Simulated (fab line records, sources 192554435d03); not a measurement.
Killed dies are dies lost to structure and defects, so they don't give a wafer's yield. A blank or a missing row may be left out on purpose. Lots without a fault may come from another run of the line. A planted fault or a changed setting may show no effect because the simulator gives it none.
Which tool did it? | flow n5_finfet | 10 lots, 28 wafers sampled, at 2 steps of a route of 1938

WHAT THE GAUGES READ, wafer by wafer
N5_BEOL_M0_RS_MEAS_126: measures by four-point-probe.
lot  | measured     | on            | M0_RS (ohm/sq)
L126 | day 5 21:25  | film_metro-02 | 0.523 0.511 0.503
L128 | day 6 12:11  | film_metro-02 | 0.534 0.522 0.526
L129 | day 6 13:22  | film_metro-02 | 0.542 0.548
L132 | day 7 11:58  | film_metro-01 | 0.559 0.556 0.560
L134 | day 8 04:04  | film_metro-01 | 0.525 0.530 0.524
L136 | day 9 11:55  | film_metro-01 | 0.534 0.551 0.535
L137 | day 9 13:27  | film_metro-02 | 0.562 0.530 0.518
L145 | day 10 17:34 | film_metro-02 | 0.567 0.553 0.574
L146 | day 11 00:37 | film_metro-02 | 0.589 0.535
L149 | day 11 22:28 | film_metro-01 | 0.545 0.539 0.527

WHICH TOOL RAN EACH LOT (tool, then ch and the chambers of the sampled wafers, then the start)
lot  | N5_BEOL_M0_CO_CAP_123
L126 | cvd_co-02 ch 0,2, day 5 21:13
L128 | cvd_co-02 ch 0,2, day 6 12:01
L129 | cvd_co-02 ch 0,2, day 6 13:09
L132 | cvd_co-01 ch 0,1,2, day 7 11:47
L134 | cvd_co-02 ch 0,1, day 8 03:53
L136 | cvd_co-02 ch 0,1, day 9 11:43
L137 | cvd_co-01 ch 0,1,2, day 9 13:16
L145 | cvd_co-01 ch 0,2, day 10 17:23
L146 | cvd_co-01 ch 1, day 11 00:26
L149 | cvd_co-02 ch 0,1,2, day 11 22:17
- N5_BEOL_M0_CO_CAP_123: material Co, precursor CCTBA/H2, target thk 2 nm, time 102.1 s.

THE ANSWER, worked out from the rows above alone
Rule: what is usual is taken from the lots themselves. Put in order of their means at a reading, lots are off if they are a third of the lots or fewer, leave a main group of 4 or more, and stand apart from it by a gap of 3 or more times the standard deviation of the main group's means; of several such gaps the widest counts. A main group whose means are all the same, to the digits that the tables above print for the reading, isn't used. A lot without any number at a reading at which 4 lots or more have one is off too. The other lots that the step has rows for count as sound.
No lot is off at any reading shown: from this, nothing can be told.

WHAT THE SIMULATOR HAD PUT IN
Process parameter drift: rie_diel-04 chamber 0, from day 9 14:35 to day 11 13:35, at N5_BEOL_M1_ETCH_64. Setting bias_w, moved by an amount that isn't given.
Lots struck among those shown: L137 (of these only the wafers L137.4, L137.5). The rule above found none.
